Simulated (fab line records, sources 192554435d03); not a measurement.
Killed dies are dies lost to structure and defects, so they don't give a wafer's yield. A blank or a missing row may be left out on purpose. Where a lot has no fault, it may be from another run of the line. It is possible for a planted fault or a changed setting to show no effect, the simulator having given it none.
What tool caused it? ; flow n5Finfet ; 12 lots, 36 wafers sampled, at 1 step of a route of 1938

## WHAT EACH GAUGE READ, for each wafer
N5_BEOL_M5_INSPECT_58: inspects for defects (darkfield).
lot;measured;on;rawDefectCount
L075;day 8 14:46;defectInspect-01;93 70 85
L077;day 9 05:24;defectInspect-01;64 61 87
L079;day 9 15:29;defectInspect-01;44 38 56
L082;day 9 22:52;defectInspect-01;57 72 71
L083;day 10 04:21;defectInspect-01;88 131 121
L086;day 11 12:52;defectInspect-01;48 43 93
L087;day 11 18:27;defectInspect-02;73 123 96
L089;day 11 21:58;defectInspect-01;93 72 68
L090;day 12 12:20;defectInspect-01;96 101 105
L093;day 13 05:44;defectInspect-02;45 69 60
L095;day 13 16:19;defectInspect-02;49 88 99
L097;day 13 21:23;defectInspect-02;83 46 43

## TOOL THAT RAN EACH LOT (tool first, then ch and the chambers of the sampled wafers, then the start)
The record holds no process step before these readings.

## THE ANSWER, worked out from the rows above alone
Rule: what is usual is taken from the lots themselves. Put in order of their means at a reading, lots are off if they are a third of the lots or fewer, leave a main group of 4 or more, and stand apart from it by a gap of 3 or more times the standard deviation of the main group's means; of several such gaps the widest counts. A main group whose means are all the same, to the digits that the tables above print for the reading, isn't used. Also off: a lot with no number at a reading for which 4 or more lots have one. Where the step has rows for the other lots, those lots are counted as sound.
No lot is off at any reading shown: from this, nothing can be told.

## WHAT THE SIMULATOR HAD PUT IN
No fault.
